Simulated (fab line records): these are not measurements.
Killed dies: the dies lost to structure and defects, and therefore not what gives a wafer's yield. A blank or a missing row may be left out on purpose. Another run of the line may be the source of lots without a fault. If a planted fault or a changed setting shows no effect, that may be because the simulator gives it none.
What tool caused it? | flow n5_finfet | Sampling: 9 lots, 25 wafers, 6 of 1938 route steps

## WHAT THE GAUGES SHOWED, per wafer
N5_BEOL_M4_RC_MEAS_101.
lot  | measured     | on        | DIBL_N (mV/V)
L591 | day 8 10:56  | prober-02 | 37.5 38.5 35.5
L593 | day 9 07:46  | prober-01 | 33.9 34.9 34.1
L594 | day 9 10:22  | prober-02 | 36.1 36.7 36.1
L595 | day 10 03:01 | prober-02 | 36.8 37.5
L601 | day 10 20:46 | prober-01 | 37.1 34.2 35.5
L600 | day 11 00:23 | prober-02 | 36.5 35.9
L603 | day 11 06:28 | prober-01 | 35.0 35.6 35.9
L607 | day 12 07:54 | prober-02 | 35.5 34.3 34.1
L606 | day 12 20:54 | prober-01 | 34.6 36.3 35.0

## TOOL THAT RAN EACH LOT (tool first, then ch and the chambers of the sampled wafers, then the start)
lot  | N5_BEOL_M4_PECVD_72             | N5_BEOL_M4_SURFACE_TREAT_85  | N5_BEOL_M4_ANNEAL_93         | N5_BEOL_M4_CMP_52             | N5_BEOL_M4_PRE_CLEAN_60
L591 | pecvd-03 ch 0,1, day 8 02:22    | pvd_sputter-03, day 8 07:14  | pvd_sputter-03, day 8 08:55  | cmp-02 ch 1,2,3, day 8 10:15  | cvd_co-01 ch 1,2, day 8 10:30
L593 | pecvd-04 ch 0,1, day 8 19:23    | pvd_sputter-03, day 9 04:26  | pvd_sputter-02, day 9 06:07  | cmp-01 ch 1,2,3, day 9 07:05  | cvd_co-02 ch 0,1,2, day 9 07:18
L594 | pecvd-03 ch 1,2, day 9 00:11    | pvd_sputter-01, day 9 07:06  | pvd_sputter-03, day 9 08:45  | cmp-01 ch 0,2, day 9 09:36    | cvd_co-01 ch 0,1, day 9 09:56
L595 | pecvd-04 ch 1,2, day 9 13:58    | pvd_sputter-02, day 9 23:02  | pvd_sputter-01, day 10 00:48 | cmp-03 ch 0,3, day 10 01:49   | cvd_co-01 ch 0,2, day 10 02:08
L601 | pecvd-04 ch 1,2, day 10 08:46   | pvd_sputter-03, day 10 17:36 | pvd_sputter-02, day 10 19:16 | cmp-01 ch 0,1,3, day 10 20:07 | cvd_co-01 ch 1,2, day 10 20:28
L600 | pecvd-04 ch 0,1, day 10 10:55   | pvd_sputter-03, day 10 20:38 | pvd_sputter-02, day 10 22:27 | cmp-03 ch 0,2, day 10 23:25   | cvd_co-01 ch 0,1, day 10 23:40
L603 | pecvd-04 ch 0,1,2, day 10 18:22 | pvd_sputter-03, day 11 03:01 | pvd_sputter-03, day 11 04:40 | cmp-03 ch 0,2, day 11 05:41   | cvd_co-02 ch 0,1,2, day 11 06:01
L607 | pecvd-03 ch 1,2, day 11 21:35   | pvd_sputter-01, day 12 04:01 | pvd_sputter-01, day 12 05:57 | cmp-02 ch 0,1,2, day 12 06:53 | cvd_co-02 ch 0,1,2, day 12 07:10
L606 | pecvd-03 ch 0,1, day 12 04:41   | pvd_sputter-01, day 12 17:41 | pvd_sputter-01, day 12 19:26 | cmp-01 ch 0,2,3, day 12 20:18 | cvd_co-01 ch 0,1, day 12 20:38
- N5_BEOL_M4_PECVD_72: deposits SiO2 from TEOS/O2, target thk 16 nm, time 18 s.
- N5_BEOL_M4_SURFACE_TREAT_85
- N5_BEOL_M4_ANNEAL_93: time 240 s.
- N5_BEOL_M4_CMP_52: polishes, stops on SiOC, t overpolish 6.8 s, target thk 40 nm.
- N5_BEOL_M4_PRE_CLEAN_60: time 15 s.

## THE ANSWER, worked out from the rows above alone
Rule: the usual values come from the lots themselves. Put in order of their means at a reading, lots are off if they are a third of the lots or fewer, leave a main group of 4 or more, and stand apart from it by a gap of 3 or more times the standard deviation of the main group's means; of several such gaps the widest counts. The tables above print the reading to a certain number of digits; a main group whose means all agree to those digits is not used. A lot without any number at a reading at which 4 lots or more have one is off too. The other lots that the step has rows for count as sound.
None of the lots is off at any reading shown; this tells nothing.

## WHAT THE SIMULATOR HAD PUT IN
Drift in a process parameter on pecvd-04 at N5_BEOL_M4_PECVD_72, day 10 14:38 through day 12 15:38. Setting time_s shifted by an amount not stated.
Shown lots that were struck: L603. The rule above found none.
